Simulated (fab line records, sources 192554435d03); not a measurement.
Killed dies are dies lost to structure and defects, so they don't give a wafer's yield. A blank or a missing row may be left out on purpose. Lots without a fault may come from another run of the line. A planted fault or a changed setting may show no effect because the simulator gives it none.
Chamber matching | flow n5_finfet | N5_BEOL_M5_CURE_80 on uv_cure-01: 3 sister chambers
The step cures SiCOH lowk, time 120 s. 6 wafers are shown with their chamber, then 7 later ones without.

WAFERS WITH THEIR CHAMBER
wafer  | chamber | wafer_temp_C_max | lamp_power_pct (%)
L079.3 | 1       | 371.4            | 52.36
L079.4 | 1       | 371.0            | 52.28
L082.4 | 0       | 371.6            | 52.39
L082.5 | 0       | 371.8            | 52.33
L085.2 | 2       | 372.3            | 52.36
L085.3 | 2       | 372.5            | 52.32

WAFERS WITHOUT THEIR CHAMBER
wafer  | wafer_temp_C_max | lamp_power_pct (%)
L085.4 | 372.0            | 52.36
L088.1 | 371.4            | 52.33
L088.2 | 372.0            | 52.33
L088.5 | 371.8            | 52.22
L096.2 | 370.9            | 52.33
L096.4 | 371.6            | 52.31
L096.5 | 371.6            | 52.39

WHICH CHAMBER EACH WENT THROUGH
wafer  | from the rows above          | in truth
L085.4 | can't be placed: 0 or 2      | 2
L088.1 | can't be placed: 1 or 0      | 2
L088.2 | can't be placed: 0 or 2      | 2
L088.5 | can't be placed: 0 or 1 or 2 | 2
L096.2 | 1                            | 1
L096.4 | can't be placed: 0 or 1      | 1
L096.5 | can't be placed: 0 or 1      | 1
Placed correctly: 1 of 7. Can't be placed from these rows: 6 (the true chamber is among the candidates in 5). Placed wrongly: 0.
How it was worked out, from the rows above alone: a wafer's distance from a chamber is the root of the sum, over the readings, of the square of ((its reading less the chamber's mean) divided by the reading's scatter). The wafer belongs to the nearest chamber; if the next one is less than 2 further off, it can't be placed. A chamber's mean is the mean of its shown wafers. The scatter: the root of (the sum of the squares of (reading less its chamber's mean) over the shown wafers, divided by (wafers less chambers)).
